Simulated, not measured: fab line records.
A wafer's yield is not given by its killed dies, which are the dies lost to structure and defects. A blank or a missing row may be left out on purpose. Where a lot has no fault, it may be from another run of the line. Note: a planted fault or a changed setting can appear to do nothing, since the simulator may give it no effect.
fab line records + flow nand_harc
[record]
- lots = 5
- wafers = 15
- last_day = 32
route steps=1302 shown A_CONTACT@1105 A_BLC@1107 END@1302
lots that met no fault: taken from a fault-free run of the same line
start_h: the number of hours between the record's first day and the start of the first shown wafer of the lot + wait_h: hours since the lot's step before + " identical to the entry in the row above + L1.1+2: a row that stands for several wafers + - no value present, or no start provided + * or withheld: withheld + < > ~ a bound
route shown NAME@n: a module of which the file shows steps, and the number in the route of the first + usual: mean/standard deviation taken from wafers without a fault + same: alike in all rows + chamber/n: place in a boat + sites: per-site readings + _std_site: the standard deviation of these + _edge_site: mean of outer sites minus mean of inner sites + radius_mm: for every site, how far away it sits from the centre of the wafer + mask NAME#n: copy n + behind: the most recent tool/chamber to have shaped the wafer + hold: cause of the lot's hold/its duration in hours/its outcome + device: which transistor (n, p or np) failed to switch + end of line: tests run on the same wafers once the route is complete + where a step has no rows: the recipe by itself + killed: the dies lost at the first sort to structure and to defects; this is not the yield of the wafer + map: a wafer's dies, marking killed ones x, the rest . and places with no die _
set.NAME: the setting the step ran with; set.NAME@STEP: the setting that earlier step ran with + model.NAME: the simulator's own value behind a step, which no gauge read
lots at selected steps of the route; one table per step, one row per wafer
services: from which hour (start_h, from the record's first day; less than 0 if before it) a tool's chamber was out of use, for how many hours, and why
[[steps]]
[step NHARC_A_CONTACT_SRD_22]
[step NHARC_A_CONTACT_INSPECT_23]
[usual]
- raw_defect_count = 506/140
| lot.wafer | tool              | chamber | start_h | wait_h | raw_defect_count |
|-----------|-------------------|---------|---------|--------|------------------|
| L161.3    | defect_inspect-02 | -       | 521.81  | 0.1    | 520              |
| L161.4    | "                 | -       | "       | "      | 284              |
| L161.5    | "                 | -       | "       | "      | 414              |
| L172.1    | defect_inspect-01 | -       | 629.61  | 0.1    | 751              |
| L172.3    | "                 | -       | "       | "      | 508              |
| L172.6    | "                 | -       | "       | "      | 545              |
| L177.2    | defect_inspect-02 | -       | 694.64  | 0.1    | 528              |
| L177.4    | "                 | -       | "       | "      | 365              |
| L177.6    | "                 | -       | "       | "      | 567              |
| L180.2    | defect_inspect-01 | -       | 718.07  | 0.1    | 1085             |
| L180.3    | "                 | -       | "       | "      | 641              |
| L180.4    | "                 | -       | "       | "      | 630              |
| L181.2    | defect_inspect-02 | -       | 718.26  | 0.1    | 483              |
| L181.3    | "                 | -       | "       | "      | 596              |
| L181.5    | "                 | -       | "       | "      | 535              |
[step NHARC_A_BLC_DEHYDRATE_00]
[recipe]
- temp_c = 150
- time_s = 120
[step NHARC_A_BLC_HMDS_01]
[recipe]
- time_s = 30
[step NHARC_A_BLC_COAT_02]
[recipe]
- temp_c = 260
- time_s = 75
[step NHARC_A_BLC_COAT_03]
[recipe]
- temp_c = 225
- time_s = 65
[step NHARC_A_BLC_COAT_04]
[recipe]
- spin_rpm = 1500
- resist_thk_nm = 90
[step NHARC_A_BLC_SOFTBAKE_05]
[recipe]
- temp_c = 105
- time_s = 55
[step NHARC_A_BLC_EBR_06]
[step NHARC_A_BLC_EXPOSE_07]
[recipe]
- na = 1.35
- target_cd_nm = 100
- dose_mj = 67.97
- mask_id = A_BLC
[step NHARC_A_BLC_PEB_08]
[recipe]
- peb_temp_c = 100
- peb_time_s = 65
[step NHARC_A_BLC_DEVELOP_09]
[recipe]
- develop_time_s = 35
- dev_temp_c = 23
| lot.wafer  | tool           | chamber | start_h | wait_h |
|------------|----------------|---------|---------|--------|
| L161.3+4+5 | litho_track-04 | 0       | 522     | -      |
| L172.1+3+6 | litho_track-01 | 0       | 629     | -      |
| L177.2+4+6 | litho_track-04 | 0       | 695     | -      |
| L180.2+3+4 | litho_track-01 | 0       | 718     | -      |
| L181.2+3+5 | litho_track-06 | 0       | 718     | -      |
[step NHARC_A_BLC_CD_MEAS_10]
[recipe]
- target_cd_nm = 100
- landing_energy_ev = 500
[usual]
- cd_nm = 100.0/0.41
| lot.wafer | tool      | chamber | start_h | wait_h | cd_nm |
|-----------|-----------|---------|---------|--------|-------|
| L161.3    | cd_sem-03 | 0       | 522.32  | -      | 100.0 |
| L161.4    | "         | 0       | "       | "      | 99.9  |
| L161.5    | "         | 0       | "       | "      | 100.2 |
| L172.1    | cd_sem-02 | 0       | 629.99  | -      | 99.9  |
| L172.3    | "         | 0       | "       | "      | 96.0  |
| L172.6    | "         | 0       | "       | "      | 99.5  |
| L177.2    | cd_sem-01 | 0       | 695.15  | -      | 100.2 |
| L177.4    | "         | 0       | "       | "      | 99.4  |
| L177.6    | "         | 0       | "       | "      | 99.7  |
| L180.2    | cd_sem-01 | 0       | 718.58  | -      | 100.0 |
| L180.3    | "         | 0       | "       | "      | 100.2 |
| L180.4    | "         | 0       | "       | "      | 100.6 |
| L181.2    | cd_sem-02 | 0       | 718.77  | -      | 99.5  |
| L181.3    | "         | 0       | "       | "      | 99.6  |
| L181.5    | "         | 0       | "       | "      | 100.0 |
[step NHARC_A_BLC_OVL_MEAS_11]
[usual]
- overlay_x_nm = -0.3/0.63
- overlay_y_nm = -0.2/0.73
| lot.wafer | tool       | chamber | start_h | wait_h | overlay_x_nm | overlay_y_nm |
|-----------|------------|---------|---------|--------|--------------|--------------|
| L161.3    | overlay-01 | -       | 522.41  | -      | -0.5         | -0.1         |
| L161.4    | "          | -       | "       | "      | -0.1         | -0.5         |
| L161.5    | "          | -       | "       | "      | -0.4         | -0.4         |
| L172.1    | overlay-02 | -       | 630.08  | -      | 0.2          | 0.5          |
| L172.3    | "          | -       | "       | "      | 0.5          | 0.1          |
| L172.6    | "          | -       | "       | "      | 0.6          | 0.1          |
| L177.2    | overlay-01 | -       | 695.24  | -      | -1.2         | 1.1          |
| L177.4    | "          | -       | "       | "      | -1.4         | 0.5          |
| L177.6    | "          | -       | "       | "      | -1.6         | 0.8          |
| L180.2    | overlay-02 | -       | 718.66  | -      | -0.7         | 0.2          |
| L180.3    | "          | -       | "       | "      | -1.0         | -0.2         |
| L180.4    | "          | -       | "       | "      | -0.5         | -0.4         |
| L181.2    | overlay-01 | -       | 718.86  | -      | -1.5         | 1.0          |
| L181.3    | "          | -       | "       | "      | -1.8         | 1.0          |
| L181.5    | "          | -       | "       | "      | -1.2         | 1.0          |
[step NHARC_A_BLC_INSPECT_12]
[usual]
- raw_defect_count = 83/38
| lot.wafer | tool              | chamber | start_h | wait_h | raw_defect_count |
|-----------|-------------------|---------|---------|--------|------------------|
| L161.3    | defect_inspect-01 | -       | 522.44  | 0.0    | 14               |
| L161.4    | "                 | -       | "       | "      | 16               |
| L161.5    | "                 | -       | "       | "      | 21               |
| L172.1    | defect_inspect-02 | -       | 630.14  | 0.1    | 108              |
| L172.3    | "                 | -       | "       | "      | 111              |
| L172.6    | "                 | -       | "       | "      | 137              |
| L177.2    | defect_inspect-02 | -       | 695.28  | 0.0    | 125              |
| L177.4    | "                 | -       | "       | "      | 89               |
| L177.6    | "                 | -       | "       | "      | 117              |
| L180.2    | defect_inspect-02 | -       | 718.70  | 0.0    | 84               |
| L180.3    | "                 | -       | "       | "      | 100              |
| L180.4    | "                 | -       | "       | "      | 91               |
| L181.2    | defect_inspect-02 | -       | 718.89  | 0.0    | 92               |
| L181.3    | "                 | -       | "       | "      | 112              |
| L181.5    | "                 | -       | "       | "      | 80               |
[step NHARC_A_BLC_DESCUM_15]
[recipe]
- time_s = 3
- o2_flow_sccm = 200
- ar_flow_sccm = 0
- bias_power_w = 0
- chemistry = O2
[usual]
- drypump_motor_current_A = 5.7/0.56
- oes_product_au = 0.999/0.0076
- rf_vpp_V = 57.6/0.98
- showerhead_plenum_p_Torr = 1.87/0.055
- throttle_valve_pct = 11.312/0.0087
| lot.wafer | tool        | chamber | start_h | wait_h | drypump_motor_current_A | oes_product_au | rf_hours_counter_h | rf_vpp_V | showerhead_plenum_p_Torr | throttle_valve_pct | model.A_BLC.cd_nm |
|-----------|-------------|---------|---------|--------|-------------------------|----------------|--------------------|----------|--------------------------|--------------------|-------------------|
| L161.3    | rie_diel-12 | 1       | 522.51  | 0.1    | 5.1                     | 1.001          | 5                  | 57.2     | 1.89                     | 11.314             | 99.67             |
| L161.4    | "           | 2       | "       | "      | 5.7                     | 1.000          | 5                  | 54.6     | 1.86                     | 11.300             | 100               |
| L161.5    | "           | 1       | "       | "      | 5.1                     | 1.001          | -                  | 58.2     | 1.89                     | 11.316             | 99.95             |
| L172.1    | rie_diel-13 | 0       | 630.21  | 0.1    | 6.5                     | 0.996          | 6                  | 57.7     | 1.82                     | 11.322             | 100.4             |
| L172.3    | "           | 1       | "       | "      | 5.2                     | 1.006          | 7                  | 58.3     | 1.92                     | 11.312             | 95.75             |
| L172.6    | "           | 3       | "       | "      | 5.0                     | 1.011          | -                  | 58.6     | 1.80                     | 11.310             | 99.01             |
| L177.4    | rie_diel-12 | 1       | 695.34  | 0.1    | 5.1                     | 0.996          | 4                  | 58.0     | 1.88                     | 11.319             | 99.78             |
| L177.2    | "           | 0       | "       | "      | 6.4                     | 0.985          | 4                  | 58.4     | 1.98                     | 11.325             | 100.4             |
| L177.6    | "           | 1       | "       | "      | 5.1                     | 0.993          | -                  | 58.7     | 1.88                     | 11.309             | 99.9              |
| L180.3    | rie_diel-12 | 2       | 718.76  | 0.1    | 5.7                     | 0.992          | 7                  | 57.5     | 1.86                     | 11.303             | 100.3             |
| L180.2    | "           | 3       | "       | "      | 6.1                     | 0.999          | 7                  | 57.4     | 1.84                     | 11.309             | 99.99             |
| L180.4    | "           | 0       | "       | "      | 6.4                     | 1.000          | 6                  | 59.9     | 1.97                     | 11.311             | 100.4             |
| L181.3    | rie_diel-13 | 2       | 718.95  | 0.1    | 5.7                     | 1.007          | 1                  | 58.4     | 1.85                     | 11.306             | 99.82             |
| L181.2    | "           | 3       | "       | "      | 4.9                     | 0.999          | 1                  | 58.9     | 1.80                     | 11.315             | 99.59             |
| L181.5    | "           | 1       | "       | "      | 5.2                     | 0.999          | -                  | 58.1     | 1.92                     | 11.321             | 99.94             |
[step NHARC_A_BLC_ETCH_16]
[recipe]
- target_depth_a = 390
- over_etch_frac = 0.3
- time_s = 65
- ion_energy_ev = 80
- cf4_flow_sccm = 150
- ar_flow_sccm = 0
- rf_w = 300
- bias_w = 100
- chemistry = CF4
[usual]
- drypump_motor_current_A = 5.7/0.54
- oes_product_au = 0.999/0.008
- rf_vpp_V = 150.7/1
- showerhead_plenum_p_Torr = 1.73/0.047
- throttle_valve_pct = 13.283/0.0087
| lot.wafer | tool        | chamber | start_h | wait_h | drypump_motor_current_A | oes_product_au | rf_hours_counter_h | rf_vpp_V | showerhead_plenum_p_Torr | throttle_valve_pct |
|-----------|-------------|---------|---------|--------|-------------------------|----------------|--------------------|----------|--------------------------|--------------------|
| L161.4    | rie_diel-12 | 2       | 522.60  | 0.1    | 5.7                     | 1.001          | 5                  | 151.4    | 1.72                     | 13.272             |
| L161.3    | "           | 3       | "       | "      | 6.1                     | 1.003          | 6                  | 149.3    | 1.71                     | 13.286             |
| L161.5    | "           | 0       | "       | "      | 6.5                     | 0.998          | -                  | 151.5    | 1.83                     | 13.276             |
| L172.3    | rie_diel-13 | 0       | 630.29  | 0.1    | 6.5                     | 1.006          | 7                  | 148.7    | 1.69                     | 13.262             |
| L172.1    | "           | 2       | "       | "      | 5.7                     | 1.006          | 6                  | 150.2    | 1.72                     | 13.283             |
| L172.6    | "           | 0       | "       | "      | 6.5                     | 1.007          | -                  | 150.6    | 1.69                     | 13.287             |
| L177.2    | rie_diel-12 | 3       | 695.42  | 0.1    | 6.1                     | 1.015          | 5                  | 152.1    | 1.71                     | 13.282             |
| L177.4    | "           | 0       | "       | "      | 6.5                     | 0.995          | 4                  | 151.9    | 1.82                     | 13.293             |
| L177.6    | "           | 3       | "       | "      | 6.1                     | 1.004          | -                  | 149.1    | 1.71                     | 13.289             |
| L180.2    | rie_diel-12 | 2       | 718.84  | 0.1    | 5.7                     | 0.985          | 7                  | 150.0    | 1.72                     | 13.286             |
| L180.3    | "           | 3       | "       | "      | 6.1                     | 0.989          | 7                  | 151.4    | 1.71                     | 13.280             |
| L180.4    | "           | 1       | "       | "      | 5.1                     | 0.993          | 6                  | 151.6    | 1.74                     | 13.277             |
| L181.3    | rie_diel-13 | 2       | 719.05  | 0.1    | 5.7                     | 0.992          | 1                  | 148.1    | 1.72                     | 13.287             |
| L181.2    | "           | 3       | "       | "      | 5.0                     | 1.001          | 1                  | 150.6    | 1.67                     | 13.298             |
| L181.5    | "           | 2       | "       | "      | 5.7                     | 0.998          | -                  | 150.4    | 1.72                     | 13.280             |
[step NHARC_A_BLC_ETCH_17]
[recipe]
- target_depth_a = 3900
- over_etch_frac = 0.25
- time_s = 609.38
- ion_energy_ev = 200
- n2_flow_sccm = 150
- h2_flow_sccm = 150
- ar_flow_sccm = 0
- rf_w = 400
- bias_w = 150
- chemistry = N2/H2
[usual]
- drypump_motor_current_A = 5.7/0.54
- oes_product_au = 1.000/0.0079
- rf_vpp_V = 429.4/1.9
- showerhead_plenum_p_Torr = 2.00/0.061
- throttle_valve_pct = 14.171/0.0091
| lot.wafer | tool        | chamber | start_h | wait_h | drypump_motor_current_A | oes_product_au | rf_hours_counter_h | rf_vpp_V | showerhead_plenum_p_Torr | throttle_valve_pct |
|-----------|-------------|---------|---------|--------|-------------------------|----------------|--------------------|----------|--------------------------|--------------------|
| L161.3    | rie_diel-12 | 0       | -       | -      | 6.4                     | 0.982          | 5                  | 431.9    | 2.11                     | 14.175             |
| L161.4    | "           | 1       | "       | "      | 5.2                     | 1.000          | 5                  | 430.3    | 2.01                     | 14.180             |
| L161.5    | "           | 3       | "       | "      | 6.1                     | 1.000          | -                  | 427.1    | 1.97                     | 14.182             |
| L172.1    | rie_diel-13 | 1       | -       | -      | 5.2                     | 1.001          | 7                  | 429.7    | 2.05                     | 14.172             |
| L172.3    | "           | 2       | "       | "      | 5.7                     | 1.012          | 6                  | 429.2    | 1.98                     | 14.171             |
| L172.6    | "           | 1       | "       | "      | 5.2                     | 0.992          | -                  | 430.9    | 2.05                     | 14.168             |
| L177.2    | rie_diel-12 | 2       | -       | -      | 5.7                     | 0.992          | 4                  | 429.5    | 1.98                     | 14.182             |
| L177.4    | "           | 0       | "       | "      | 6.5                     | 0.991          | 4                  | 432.2    | 2.11                     | 14.180             |
| L177.6    | "           | 2       | "       | "      | 5.7                     | 0.986          | -                  | 428.7    | 1.98                     | 14.179             |
| L180.3    | rie_diel-12 | 2       | -       | -      | 5.7                     | 0.996          | 7                  | 428.3    | 1.98                     | 14.171             |
| L180.4    | "           | 3       | "       | "      | 6.0                     | 1.004          | 7                  | 428.1    | 1.96                     | 14.159             |
| L180.2    | "           | 0       | "       | "      | 6.5                     | 0.995          | 6                  | 431.5    | 2.11                     | 14.166             |
| L181.2    | rie_diel-13 | 2       | -       | -      | 5.6                     | 0.994          | 1                  | 430.3    | 1.97                     | 14.167             |
| L181.3    | "           | 3       | "       | "      | 4.9                     | 1.012          | 1                  | 425.6    | 1.92                     | 14.153             |
| L181.5    | "           | 3       | "       | "      | 4.9                     | 1.008          | -                  | 427.0    | 1.92                     | 14.182             |
[step NHARC_A_BLC_ETCH_18]
[recipe]
- target_depth_a = 9100
- c4f8_flow_sccm = 20
- o2_flow_sccm = 10
- ar_flow_sccm = withheld
- rf_w = 600
- bias_w = 1500
- chemistry = C4F8/O2/Ar
[usual]
- oes_product_au = 0.950/0.022
- rf_vpp_V = 976/3.9
| lot.wafer | tool        | chamber | start_h | wait_h | oes_product_au | rf_hours_counter_h | rf_vpp_V | model.A_BLC.cd_nm |
|-----------|-------------|---------|---------|--------|----------------|--------------------|----------|-------------------|
| L161.3    | rie_diel-12 | 0       | -       | -      | 0.956          | 6                  | 982      | 98.98             |
| L161.4    | "           | 1       | "       | "      | 0.969          | 5                  | 976      | 99.89             |
| L161.5    | "           | 3       | "       | "      | 0.967          | -                  | 974      | 97.92             |
| L172.3    | rie_diel-13 | 0       | -       | -      | 0.925          | 7                  | 971      | 95.17             |
| L172.1    | "           | 2       | "       | "      | 0.931          | 6                  | 974      | 98.73             |
| L172.6    | "           | 1       | "       | "      | 0.929          | -                  | 980      | 97.78             |
| L177.4    | rie_diel-12 | 1       | -       | -      | 0.966          | 4                  | 976      | 97.7              |
| L177.2    | "           | 2       | "       | "      | 0.960          | 5                  | 973      | 99.81             |
| L177.6    | "           | 1       | "       | "      | 0.954          | -                  | 975      | 99.03             |
| L180.4    | rie_diel-12 | 2       | -       | -      | 0.956          | 7                  | 975      | 100.9             |
| L180.2    | "           | 3       | "       | "      | 0.971          | 8                  | 973      | 97.51             |
| L180.3    | "           | 0       | "       | "      | 0.984          | 7                  | 984      | 99.01             |
| L181.2    | rie_diel-13 | 3       | -       | -      | 0.962          | 1                  | 970      | 98.99             |
| L181.3    | "           | 1       | "       | "      | 0.967          | 1                  | 977      | 100.4             |
| L181.5    | "           | 1       | "       | "      | 0.969          | -                  | 979      | 100.4             |
[step NHARC_A_BLC_CD_MEAS_19]
[usual]
- cd_nm = 99.8/1.4
| lot.wafer | tool      | chamber | start_h | wait_h | cd_nm |
|-----------|-----------|---------|---------|--------|-------|
| L161.3    | cd_sem-03 | -       | 523.48  | -      | 98.8  |
| L161.4    | "         | -       | "       | "      | 99.7  |
| L161.5    | "         | -       | "       | "      | 97.9  |
| L172.1    | cd_sem-03 | -       | 631.17  | -      | 98.5  |
| L172.3    | "         | -       | "       | "      | 95.4  |
| L172.6    | "         | -       | "       | "      | 97.7  |
| L177.2    | cd_sem-03 | -       | 696.30  | -      | 99.6  |
| L177.4    | "         | -       | "       | "      | 97.7  |
| L177.6    | "         | -       | "       | "      | 98.9  |
| L180.2    | cd_sem-03 | -       | 719.73  | -      | 97.5  |
| L180.3    | "         | -       | "       | "      | 99.1  |
| L180.4    | "         | -       | "       | "      | 100.8 |
| L181.2    | cd_sem-02 | -       | 720.10  | -      | 99.1  |
| L181.3    | "         | -       | "       | "      | 100.5 |
| L181.5    | "         | -       | "       | "      | 100.4 |
[step NHARC_A_BLC_STRIP_29]
[recipe]
- cf4_flow_sccm = 150
- ar_flow_sccm = 0
- bias_w = 0
- chemistry = CF4
[usual]
- drypump_motor_current_A = 5.7/0.55
- oes_product_au = 1.000/0.0085
- rf_vpp_V = 59.2/0.84
- showerhead_plenum_p_Torr = 1.74/0.05
- throttle_valve_pct = 13.284/0.0086
| lot.wafer | tool        | chamber | start_h | wait_h | drypump_motor_current_A | oes_product_au | rf_hours_counter_h | rf_vpp_V | showerhead_plenum_p_Torr | throttle_valve_pct |
|-----------|-------------|---------|---------|--------|-------------------------|----------------|--------------------|----------|--------------------------|--------------------|
| L161.3    | rie_diel-12 | 0       | 523.57  | 0.1    | 6.5                     | 1.003          | 6                  | 59.6     | 1.82                     | 13.259             |
| L161.4    | "           | 1       | "       | "      | 5.1                     | 1.005          | 5                  | 59.2     | 1.75                     | 13.276             |
| L161.5    | "           | 2       | "       | "      | 5.7                     | 0.991          | -                  | 59.5     | 1.72                     | 13.289             |
| L172.3    | rie_diel-13 | 2       | 631.27  | 0.1    | 5.7                     | 1.021          | 6                  | 58.5     | 1.72                     | 13.279             |
| L172.1    | "           | 3       | "       | "      | 4.9                     | 1.006          | 6                  | 58.1     | 1.67                     | 13.279             |
| L172.6    | "           | 1       | "       | "      | 5.2                     | 0.990          | -                  | 60.5     | 1.77                     | 13.273             |
| L177.4    | rie_diel-12 | 1       | 696.39  | 0.1    | 5.1                     | 1.006          | 4                  | 60.8     | 1.74                     | 13.285             |
| L177.2    | "           | 2       | "       | "      | 5.7                     | 0.998          | 5                  | 58.5     | 1.72                     | 13.277             |
| L177.6    | "           | 0       | "       | "      | 6.5                     | 0.993          | -                  | 59.6     | 1.82                     | 13.280             |
| L180.2    | rie_diel-12 | 3       | 719.80  | 0.1    | 6.0                     | 1.001          | 8                  | 59.6     | 1.71                     | 13.287             |
| L180.4    | "           | 0       | "       | "      | 6.5                     | 0.984          | 7                  | 59.7     | 1.82                     | 13.276             |
| L180.3    | "           | 1       | "       | "      | 5.2                     | 0.995          | 6                  | 58.3     | 1.74                     | 13.289             |
| L181.3    | rie_diel-13 | 1       | 720.17  | 0.1    | 5.2                     | 1.012          | 1                  | 61.0     | 1.77                     | 13.290             |
| L181.2    | "           | 2       | "       | "      | 5.7                     | 1.004          | 1                  | 59.9     | 1.72                     | 13.287             |
| L181.5    | "           | 3       | "       | "      | 5.0                     | 1.010          | -                  | 59.3     | 1.67                     | 13.273             |
[step NHARC_END_SORT_01]
[recipe]
- temp_c = 25
[usual]
- killed_at_array = 46/15
- killed_at_other = 0.8/1.1
- killed_at_periphery = 4.0/2.9
- killed_dies = 50/15
- killed_open = 3.2/1.8
- killed_short = 2.3/1.6
[same]
- gross_dies = 677
| lot.wafer | tool      | chamber | start_h | wait_h | killed_at_array | killed_at_other | killed_at_periphery | killed_dies | killed_open | killed_short |
|-----------|-----------|---------|---------|--------|-----------------|-----------------|---------------------|-------------|-------------|--------------|
| L177.2    | prober-01 | 0       | 742.00  | 2.8    | 57              | 0               | 0                   | 57          | 3           | 5            |
| L177.4    | prober-01 | 0       | 743.61  | 3.4    | 54              | 0               | 3                   | 57          | 5           | 3            |
// killed by level:class
L177.2 A_CHANNEL_HOLE_D2:chamber_film_flake=19 A_CHANNEL_HOLE_D1:chamber_film_flake=15 A_SLIT:chamber_film_flake=5 A_CHANNEL_FILL_D2:chamber_film_flake=4 A_CONTACT:chamber_film_flake=4 A_CHANNEL_FILL_D1:geometric_particle:open=2 A_CHANNEL_FILL_D1:geometric_particle:short=1 A_ONON_D2:geometric_particle:short=1
L177.4 A_CHANNEL_HOLE_D1:chamber_film_flake=17 A_CHANNEL_HOLE_D2:chamber_film_flake=16 A_CONTACT:chamber_film_flake=7 A_SLIT:chamber_film_flake=5 P_M0:chamber_film_flake=2 P_M0:geometric_particle:open=1 A_ONON_D1:geometric_particle:open=1 A_DECK1_JOINT:geometric_particle:short=1
[[services]]
| tool           | chamber | start_h | hours | kind   |
|----------------|---------|---------|-------|--------|
| rie_diel-12    | 0       | 503.40  | -     | clean  |
| rie_diel-12    | 1       | 503.40  | -     | clean  |
| rie_diel-12    | 2       | 503.40  | -     | clean  |
| rie_diel-12    | 3       | 503.40  | -     | clean  |
| litho_track-01 | -       | 505.00  | 7.0   | pm     |
| rie_diel-13    | 1       | 517.50  | 1.8   | repair |
| rie_diel-13    | -       | 519.00  | 9.0   | pm     |
| rie_diel-12    | 0       | 527.90  | -     | clean  |
| rie_diel-12    | 1       | 527.90  | -     | clean  |
| rie_diel-12    | 2       | 527.90  | -     | clean  |
| rie_diel-12    | 3       | 527.90  | -     | clean  |
| litho_track-06 | -       | 529.00  | 7.0   | pm     |
| litho_track-04 | -       | 553.00  | 7.0   | pm     |
| rie_diel-12    | 1       | 554.42  | 7.1   | repair |
| rie_diel-12    | 2       | 554.98  | 1.9   | repair |
| rie_diel-12    | -       | 561.29  | 0.2   | repair |
| rie_diel-13    | -       | 595.37  | 2.4   | repair |
| rie_diel-12    | -       | 622.40  | 9.0   | pm     |
| rie_diel-13    | -       | 645.25  | 1.0   | repair |
| rie_diel-13    | 2       | 646.59  | 5.3   | repair |
| litho_track-01 | -       | 680.00  | 7.0   | pm     |
| rie_diel-13    | -       | 696.00  | 9.0   | pm     |
| litho_track-06 | -       | 704.00  | 7.0   | pm     |
| rie_diel-13    | 0       | 711.56  | 8.8   | repair |
[[key]]
[first_sign]
- step = NHARC_A_BLC_CD_MEAS_10
- reading = cd_nm
- direction = down
- sigmas = 9.7
- usual = 100.0
- struck = 96.0
[effect]
- step = NHARC_A_BLC_CD_MEAS_19
- reading = cd_nm
- direction = down
- sigmas = 3.1
- usual = 99.8
- struck = 95.4
[model_effect]
- step = NHARC_A_BLC_DESCUM_15
- value = A_BLC.cd_nm
- without = 100.1
- struck = 95.75
[model_effect]
- step = NHARC_A_BLC_ETCH_18
- value = A_BLC.cd_nm
- without = 99.5
- struck = 95.17
met_at NHARC_A_BLC_DEVELOP_09
struck_wafers L172.3
tester_left_out L172
[fault]
- kind = process_parameter_drift
- tool = litho_track-01
- chamber = -
- onset_h = 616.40
- steps = NHARC_A_BLC_DEVELOP_09
- channel = develop_time_s
- offset = *
- shape = step
- end_h = 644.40
- scope = struck_wafers_only
- acts_in = *
- stated = *
// tester_left_out: of these lots the tester's yield and bins aren't shown, on N5 and GAA mostly nor the transistor test; their killed dies are dies lost to structure and defects alone, not to doping, threshold or leakage, so they don't give the yield
